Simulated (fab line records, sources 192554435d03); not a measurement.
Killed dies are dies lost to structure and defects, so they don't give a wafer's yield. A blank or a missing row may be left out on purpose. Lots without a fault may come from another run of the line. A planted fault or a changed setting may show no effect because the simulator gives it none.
One fault seen from 2 desks | flow n5_finfet | each desk has only its own numbers; what lay behind them comes last

THE METROLOGY DESK
What the gauges read, lot by lot, whatever tool the lot ran on: means of the sampled wafers that have a number. A lot is out of limits, marked OUT, if its mean lies more than 4 standard deviations from the usual mean; the brackets give that distance. Of its 10 readings 7 are shown: those that lie furthest out on some lot.
Columns: A = DIBL_N at N5_BEOL_M4_RC_MEAS_101, usual 36.1 mV/V; B = DIBL_P at N5_BEOL_M4_RC_MEAS_101, usual 36.3 mV/V; C = IOFF_N at N5_BEOL_M4_RC_MEAS_101, usual 0.15 nA/um; D = IOFF_P at N5_BEOL_M4_RC_MEAS_101, usual 0.21 nA/um; E = ION_P at N5_BEOL_M4_RC_MEAS_101, usual 463 uA/um; F = SS_P at N5_BEOL_M4_RC_MEAS_101, usual 73.2 mV/dec; G = VT_P at N5_BEOL_M4_RC_MEAS_101, usual -250 mV
lot  | first seen here | A    | B    | C    | D    | E   | F    | G
L384 | day 9 00:01     | 33.1 | 34.1 | 0.09 | 0.13 | 442 | 72.4 | -261
L386 | day 9 03:31     | 35.8 | 36.9 | 0.16 | 0.23 | 475 | 73.9 | -247
L387 | day 9 14:43     | 38.4 | 39.0 | 0.18 | 0.21 | 457 | 73.7 | -254
L389 | day 9 22:32     | 34.9 | 34.5 | 0.12 | 0.16 | 462 | 72.7 | -256
L395 | day 11 12:26    | 35.7 | 35.5 | 0.15 | 0.21 | 468 | 72.6 | -251
L396 | day 11 23:55    | 36.4 | 36.3 | 0.17 | 0.24 | 472 | 72.8 | -246
L398 | day 12 15:20    | 35.7 | 35.6 | 0.15 | 0.22 | 471 | 73.0 | -250
L399 | day 12 20:33    | 41.1 | 42.0 | 0.23 | 0.29 | 464 | 74.8 | -247
L400 | day 12 20:45    | 36.8 | 38.0 | 0.16 | 0.20 | 462 | 73.3 | -252
L404 | day 13 18:54    | 37.0 | 36.1 | 0.16 | 0.23 | 470 | 73.4 | -246
This desk's finding: nothing out of limits on any of the 10 lots.

THE TOOL OWNER'S DESK: rie_metal-02
The tool's own readings at N5_GATE_CUT_VAPOR_ETCH_60 (etches HfO2 in BCl3/Cl2): means of the sampled wafers that have a number, for each lot that ran on this tool. A lot is out of limits, marked OUT, if its mean lies more than 4 standard deviations from the usual mean; the brackets give that distance.
Columns: A = drypump_motor_current_A at N5_GATE_CUT_VAPOR_ETCH_60, usual 5.7 A; B = oes_product_au at N5_GATE_CUT_VAPOR_ETCH_60, usual 0.78 a.u.
lot  | first seen here | A   | B
L384 | day 5 01:43     | 6.2 | 0.79
L389 | day 6 05:31     | 6.2 | 0.89
L404 | day 10 03:47    | 6.2 | 0.76
This desk's finding: nothing out of limits on any of the 3 lots.

PUT TOGETHER
The metrology desk saw nothing out of limits.
The tool owner's desk saw nothing out of limits.

WHAT THE SIMULATOR HAD PUT IN
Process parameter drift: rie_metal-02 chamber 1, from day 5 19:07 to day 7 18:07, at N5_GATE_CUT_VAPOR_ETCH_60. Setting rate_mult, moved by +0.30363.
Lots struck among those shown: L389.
